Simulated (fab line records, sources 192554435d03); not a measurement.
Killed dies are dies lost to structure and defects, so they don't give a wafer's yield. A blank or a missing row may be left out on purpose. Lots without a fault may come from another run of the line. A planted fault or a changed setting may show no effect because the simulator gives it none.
Split-lot experiment | flow n5_finfet | 7 lots, 39 wafers read, on a route of 1938 steps

THE SPLIT
At N5_MOL_CONTACT_COAG_ETCHBACK_135 (etches SiO2 in CHF3, target depth 25 nm, time 16.7 s), the setting time_s was moved away from the recipe's 16.7 s on 15 of the 39 wafers read, by -7.8% to +22.0%. The other wafers ran this setting at the recipe's value.

The reading is taken at the split's own step.

THE READING
SOC_of_MOL_CONTACT_COAG_COAT_75.thk_nm (the simulator's own value, which no gauge read), in nm, at N5_MOL_CONTACT_COAG_ETCHBACK_135 (etches SiO2 in CHF3, target depth 25 nm, time 16.7 s). The file gives no usual value for it. The 24 wafers here that ran the recipe average 57.4 nm, standard deviation 0.14 nm.

wafer  | tool, chamber at the split | time_s as run, s | against the recipe | SOC_of_MOL_CONTACT_COAG_COAT_75.thk_nm, nm | against lot-mates on the recipe
L075.3 | rie_diel-03, 1,2           | 16.7             | recipe             | 57.2                                       | -
L075.4 | rie_diel-03, 1,2           | 16.7             | recipe             | 57.2                                       | -
L075.5 | rie_diel-03, 0             | 16.7             | recipe             | 57.4                                       | -
L076.1 | rie_diel-05, 1,2           | 16.7             | recipe             | 57.2                                       | -
L076.3 | rie_diel-05, 1,2           | 16.7             | recipe             | 57.2                                       | -
L076.2 | rie_diel-05, 3,0           | 15.39            | -7.8%              | 57.4                                       | +0.1
L076.5 | rie_diel-05, 3,0           | 15.39            | -7.8%              | 57.4                                       | +0.1
L076.4 | rie_diel-05, 0             | 16.7             | recipe             | 57.4                                       | -
L076.6 | rie_diel-05, 3             | 15.39            | -7.8%              | 57.6                                       | +0.3
L082.1 | rie_diel-01, 1,3           | 20.37            | +22.0%             | 56.8                                       | -0.6
L082.5 | rie_diel-01, 1,3           | 20.37            | +22.0%             | 56.8                                       | -0.6
L082.2 | rie_diel-01, 2,0,0         | 16.7             | recipe             | 57.4                                       | -
L082.3 | rie_diel-01, 2,0,0         | 16.7             | recipe             | 57.4                                       | -
L082.6 | rie_diel-01, 2,0,0         | 16.7             | recipe             | 57.4                                       | -
L082.4 | rie_diel-01, 3             | 20.37            | +22.0%             | 56.6                                       | -0.8
L083.1 | rie_diel-01, 3             | 16.7             | recipe             | 57.6                                       | -
L083.2 | rie_diel-01, 1             | 15.62            | -6.5%              | 57.8                                       | +0.3
L083.3 | rie_diel-01, 0,3           | 15.62            | -6.5%              | 57.6                                       | +0.1
L083.5 | rie_diel-01, 0,3           | 15.62            | -6.5%              | 57.6                                       | +0.1
L083.4 | rie_diel-01, 0,1           | 16.7             | recipe             | 57.4                                       | -
L083.6 | rie_diel-01, 0,1           | 16.7             | recipe             | 57.4                                       | -
L084.1 | rie_diel-05, 1,3           | 16.7             | recipe             | 57.6                                       | -
L084.4 | rie_diel-05, 1,3           | 16.7             | recipe             | 57.6                                       | -
L084.2 | rie_diel-05, 2,0,0,1       | 16.7             | recipe             | 57.4                                       | -
L084.3 | rie_diel-05, 2,0,0,1       | 16.7             | recipe             | 57.4                                       | -
L084.5 | rie_diel-05, 2,0,0,1       | 16.7             | recipe             | 57.4                                       | -
L084.6 | rie_diel-05, 2,0,0,1       | 16.7             | recipe             | 57.4                                       | -
L090.1 | rie_diel-01, 3,0           | 16.7             | recipe             | 57.2                                       | -
L090.5 | rie_diel-01, 3,0           | 16.7             | recipe             | 57.2                                       | -
L090.2 | rie_diel-01, 1,3           | 19.1             | +14.4%             | 57                                         | -0.3
L090.6 | rie_diel-01, 1,3           | 19.1             | +14.4%             | 57                                         | -0.3
L090.3 | rie_diel-01, 2             | 19.1             | +14.4%             | 56.8                                       | -0.5
L090.4 | rie_diel-01, 0             | 16.7             | recipe             | 57.4                                       | -
L094.1 | rie_diel-05, 1             | 16.7             | recipe             | 57.2                                       | -
L094.2 | rie_diel-05, 0             | 16.7             | recipe             | 57.4                                       | -
L094.3 | rie_diel-05, 2             | 16.7             | recipe             | 57                                         | -
L094.4 | rie_diel-05, 2,1           | 19.69            | +17.9%             | 56.6                                       | -0.6
L094.5 | rie_diel-05, 2,1           | 19.69            | +17.9%             | 56.6                                       | -0.6
L094.6 | rie_diel-05, 0             | 19.69            | +17.9%             | 56.8                                       | -0.4
Where a row lists several chambers, the file gives one row for several wafers and doesn't say which wafer went through which chamber.

THE FIT
A straight line over all 39 wafers: SOC_of_MOL_CONTACT_COAG_COAT_75.thk_nm changes by -0.0311 nm for each +1% of time_s; r = -0.89; the points scatter about the line by 0.15 nm.
The same after taking each lot's own level away (the mean of its wafers on the recipe; 39 wafers): -0.0286 nm for each +1%; r = -0.93; scatter 0.1 nm.
On that fit, the largest move of time_s shifts the reading by 0.63 nm.
The lots' own levels span 57.20 to 57.47 nm, that is 1.8 times the standard deviation above.
So the lot-to-lot level changes the slope little: the two slopes agree.
Check: with one of the wafers moved furthest among these (+22.0%) left out of the fit, the line predicts -0.633 nm for it against its lot-mates. It came out at -0.6 nm against them.

OTHER SPLITS ON THESE WAFERS
These wafers also went through other splits before the reading. Each is held against what the fit with the lots' levels taken away leaves over:
other split on the same wafers       | wafers away from the commonest value | r with SOC_of_MOL_CONTACT_COAG_COAT_75.thk_nm (lot level and that fit taken away)
N5_FIN_SAQP_ALD_61 temp_c            | 9                                    | +0.05
N5_DUMMY_GATE_EXPOSE_12 dose_mj      | 12                                   | -0.16
N5_DUMMY_GATE_ETCH_37 source_w       | 18                                   | -0.11
N5_DUMMY_GATE_ETCH_31 target_depth_a | 15                                   | +0.26
N5_DUMMY_GATE_ETCH_32 time_s         | 6                                    | +0.22

THE FILE'S OWN FIT
SOC_of_MOL_CONTACT_COAG_COAT_75.thk_nm changes by -0.0286 nm for each +1% of time_s, r = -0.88.
